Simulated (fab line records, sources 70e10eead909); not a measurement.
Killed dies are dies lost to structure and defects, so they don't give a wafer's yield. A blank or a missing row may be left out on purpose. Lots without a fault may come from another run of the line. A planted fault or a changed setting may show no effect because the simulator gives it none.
A struck lot beside a sound one | flow nand_harc | 15 steps out of a route of 1302
Sound: wafers L897.1, L897.3, L897.6. Struck: wafers L886.3, L886.4, L886.5. The cause comes at the end.
At each step with rows: each side's tool, then ch and its chambers, then its first start. Under that, the readings that differ: sound wafers | struck wafers | difference of the means | sigmas: that difference in standard deviations of wafers without a fault.
alike: readings whose means differ by less than 2 such deviations, and words and numbers that are the same on both sides. not compared: withheld readings, readings that some wafer has no value for, bounds like >300 that may hide the same value, and numbers for which the record gives no deviation and whose values overlap.
The two part at a step that has a row with sigmas, a row that says differs or no value, or rows on one side only. Numbers that don't overlap but have no deviation are shown without sigmas and don't part them. A reading that every wafer of one side lacks parts them only if that side has two wafers or more.

first, 6 steps without rows for these wafers: NHARC_A_DECK1_JOINT_ETCH_18 (etches SiO2 in dHF, target depth 3 nm); NHARC_A_DECK1_JOINT_WET_08 (chemistry H3PO4, time 86 s); NHARC_A_DECK1_JOINT_ETCH_09 (etches SiO2 in dHF, target depth 5 nm); NHARC_A_DECK1_JOINT_WET_10 (chemistry H3PO4, time 86 s); NHARC_A_DECK1_JOINT_ETCH_11 (etches SiO2 in dHF, target depth 35 nm); NHARC_A_DECK1_JOINT_CVD_12 (deposits poly-Si, target thk 90 nm, time 1800 s).
NHARC_A_DECK1_JOINT_CMP_13: polishes, target thk 51.023 nm.
  sound on cmp-01 ch 0,2,3, day 20 00:34; struck on cmp-03 ch 0,2, day 15 21:16
  alike: motor_current_A, time_to_endpoint_s
NHARC_A_DECK1_JOINT_THK_MEAS_14: measures by ellipsometry.
  sound on film_metro-02, day 20 00:46; struck on film_metro-02, day 15 21:32
  alike: thk_nm
then, 1 step without rows for these wafers: NHARC_A_DECK1_JOINT_SRD_04.
NHARC_A_DECK1_JOINT_ETCHBACK_00: etches the open film in HBr, target depth 30 nm, time 17.4 s.
  sound on rie_si-05 ch 0,2,3, day 20 00:56; struck on rie_si-06 ch 0,1,2, day 15 21:40
  alike: drypump_motor_current_A, oes_product_au, rf_fwd_power_W, throttle_valve_pct
  not compared: rf_hours_counter_h
then, 2 steps without rows for these wafers: NHARC_A_DECK1_JOINT_PRECLEAN_30 (cleans in SC1); NHARC_A_DECK1_JOINT_SRD_31.
NHARC_A_DECK1_JOINT_CVD_34: deposits SiNx, target thk 20 nm.
  sound on lpcvd-01 ch 1, day 20 04:17; struck on lpcvd-01 ch 0, day 16 01:02
  no value came back on the struck wafers for pressure_mtorr (mTorr), spike_tc_bottom_C (C), spike_tc_upper_C (C), zone_power_top_pct (%); on the sound wafers pressure_mtorr (mTorr) reads 298.8 299.9 299.8
then, 1 step without rows for these wafers: NHARC_A_DECK1_JOINT_DEP_06 (deposits SiOx, target thk 80 nm).
-- the record jumps here: 13 days lie between the struck wafers' starts before and after (it left off in module A_DECK1_JOINT and takes up again in module END, whose first step shown is number 1302 of the route) --
NHARC_END_SORT_01:
  the record has rows for the struck wafers here (prober-01 ch 0, day 29 07:11) and none for the sound ones

WHERE THEY PART
First at NHARC_A_DECK1_JOINT_CVD_34; last, within this record, at NHARC_END_SORT_01.

WHY: what the simulator had put in
Skipped step whole: lpcvd-01, from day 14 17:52 on, at NHARC_A_DECK1_JOINT_CVD_34. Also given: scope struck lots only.
